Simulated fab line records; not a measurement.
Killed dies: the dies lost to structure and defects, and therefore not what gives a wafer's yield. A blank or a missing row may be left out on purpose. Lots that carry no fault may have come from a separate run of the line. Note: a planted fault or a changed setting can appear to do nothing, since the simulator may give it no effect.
Chamber matching :: flow nand_harc :: NHARC_A_STAIRCASE_DESCUM_168 on rie_diel-01 has 4 sister chambers
The step chemistry O2, time 3 s. 8 wafers are shown with their chamber, then 7 later ones without.

== WAFERS, EACH WITH ITS CHAMBER ==
wafer: L079.1
chamber: 3
drypump_motor_current_A (A): 5.0
showerhead_plenum_p_Torr (Torr): 1.78

wafer: L091.2
chamber: 3
drypump_motor_current_A (A): 5.0
showerhead_plenum_p_Torr (Torr): 2.07

wafer: L091.3
chamber: 1
drypump_motor_current_A (A): 6.0
showerhead_plenum_p_Torr (Torr): 1.99

wafer: L091.4
chamber: 2
drypump_motor_current_A (A): 5.4
showerhead_plenum_p_Torr (Torr): 1.81

wafer: L091.5
chamber: 1
drypump_motor_current_A (A): 6.0
showerhead_plenum_p_Torr (Torr): 1.99

wafer: L091.6
chamber: 0
drypump_motor_current_A (A): 5.5
showerhead_plenum_p_Torr (Torr): 1.83

wafer: L094.2
chamber: 0
drypump_motor_current_A (A): 5.6
showerhead_plenum_p_Torr (Torr): 1.83

wafer: L094.4
chamber: 2
drypump_motor_current_A (A): 5.4
showerhead_plenum_p_Torr (Torr): 1.80

== WAFERS WHOSE CHAMBER IS MISSING ==
wafer: L094.6
drypump_motor_current_A (A): 5.0
showerhead_plenum_p_Torr (Torr): 2.07

wafer: L097.1
drypump_motor_current_A (A): 6.0
showerhead_plenum_p_Torr (Torr): 1.98

wafer: L097.2
drypump_motor_current_A (A): 5.6
showerhead_plenum_p_Torr (Torr): 1.83

wafer: L097.5
drypump_motor_current_A (A): 5.4
showerhead_plenum_p_Torr (Torr): 1.80

wafer: L096.1
drypump_motor_current_A (A): 5.0
showerhead_plenum_p_Torr (Torr): 2.07

wafer: L096.5
drypump_motor_current_A (A): 6.0
showerhead_plenum_p_Torr (Torr): 1.98

wafer: L096.6
drypump_motor_current_A (A): 5.6
showerhead_plenum_p_Torr (Torr): 1.83

== THE CHAMBER EACH PASSED THROUGH ==
wafer: L094.6
from the rows above: 3
in truth: 3

wafer: L097.1
from the rows above: 1
in truth: 1

wafer: L097.2
from the rows above: 0
in truth: 0

wafer: L097.5
from the rows above: 2
in truth: 2

wafer: L096.1
from the rows above: 3
in truth: 3

wafer: L096.5
from the rows above: 1
in truth: 1

wafer: L096.6
from the rows above: 0
in truth: 0
Correct placement for 7 of the 7. Not placeable from these rows: 0. Number placed wrongly: 0.
How it was worked out, from the rows above alone: a wafer's distance from a chamber is the root of the sum, over the readings, of the square of ((its reading less the chamber's mean) divided by the reading's scatter). If the next closest chamber is less than 2 further off than the closest, the wafer can't be placed; otherwise it belongs to the closest. A chamber's mean is the mean of its shown wafers. The scatter is the square root of a quotient: the sum, over the shown wafers, of each reading's squared deviation from its chamber's mean, divided by wafers minus chambers.
